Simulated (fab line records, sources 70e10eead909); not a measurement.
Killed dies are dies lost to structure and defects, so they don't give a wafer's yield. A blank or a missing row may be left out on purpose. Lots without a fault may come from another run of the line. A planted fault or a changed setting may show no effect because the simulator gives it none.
Which tool did it? | flow nand_harc | 11 lots, 33 wafers sampled, at 2 steps of a route of 1302

WHAT THE GAUGES READ, wafer by wafer
NHARC_P_STI_INSPECT_25.
lot  | measured     | on                | raw_defect_count
L266 | day 4 02:25  | defect_inspect-02 | 113 226 261
L267 | day 4 08:08  | defect_inspect-01 | 282 95 119
L269 | day 5 10:07  | defect_inspect-02 | 328 167 245
L270 | day 5 13:46  | defect_inspect-02 | 146 172 224
L273 | day 6 22:10  | defect_inspect-02 | 959 1102 1005 964 1097 990
L275 | day 7 22:23  | defect_inspect-02 | 953 894 904 931 889 927
L283 | day 11 03:06 | defect_inspect-02 | 274 239 237
L285 | day 11 19:10 | defect_inspect-02 | 159 136 191
L286 | day 12 12:57 | defect_inspect-02 | 255 164 256
L287 | day 12 21:51 | defect_inspect-02 | 270 178 134
L289 | day 13 22:28 | defect_inspect-01 | 239 373 309

WHICH TOOL RAN EACH LOT (tool, then ch and the chambers of the sampled wafers, then the start)
lot  | NHARC_P_STI_PRECLEAN_38
L266 | wet_bench-01 ch 1,2,7, day 3 18:19
L267 | wet_bench-01 ch 2,3,5, day 4 00:49
L269 | wet_bench-02 ch 4,5,7, day 5 01:55
L270 | wet_bench-02 ch 4,6,7, day 5 06:13
L273 | wet_bench-01 ch 0,3,7, day 6 12:21
L275 | wet_bench-01 ch 5,6,7, day 7 14:19
L283 | wet_bench-01 ch 2,3,5, day 10 17:54
L285 | wet_bench-01 ch 0,1,6, day 11 09:56
L286 | wet_bench-03 ch 2,3,6, day 12 05:26
L287 | wet_bench-01 ch 0,4,5, day 12 11:35
L289 | wet_bench-01 ch 1,3,5, day 13 09:43
- NHARC_P_STI_PRECLEAN_38: cleans in SC1.

THE ANSWER, worked out from the rows above alone
Rule: what is usual is taken from the lots themselves. Put in order of their means at a reading, lots are off if they are a third of the lots or fewer, leave a main group of 4 or more, and stand apart from it by a gap of 3 or more times the standard deviation of the main group's means; of several such gaps the widest counts. A main group whose means are all the same, to the digits that the tables above print for the reading, isn't used. A lot without any number at a reading at which 4 lots or more have one is off too. The other lots that the step has rows for count as sound.
Off: L273, L275, at NHARC_P_STI_INSPECT_25 (raw_defect_count). The main group: mean 215, standard deviation 45.
A tool fits if, at a process step before that reading, it ran every lot that is off, and no sound lot after the first of them. The gauges at NHARC_P_STI_INSPECT_25 are tried like those tools. None of those tried fits.

WHAT THE SIMULATOR HAD PUT IN
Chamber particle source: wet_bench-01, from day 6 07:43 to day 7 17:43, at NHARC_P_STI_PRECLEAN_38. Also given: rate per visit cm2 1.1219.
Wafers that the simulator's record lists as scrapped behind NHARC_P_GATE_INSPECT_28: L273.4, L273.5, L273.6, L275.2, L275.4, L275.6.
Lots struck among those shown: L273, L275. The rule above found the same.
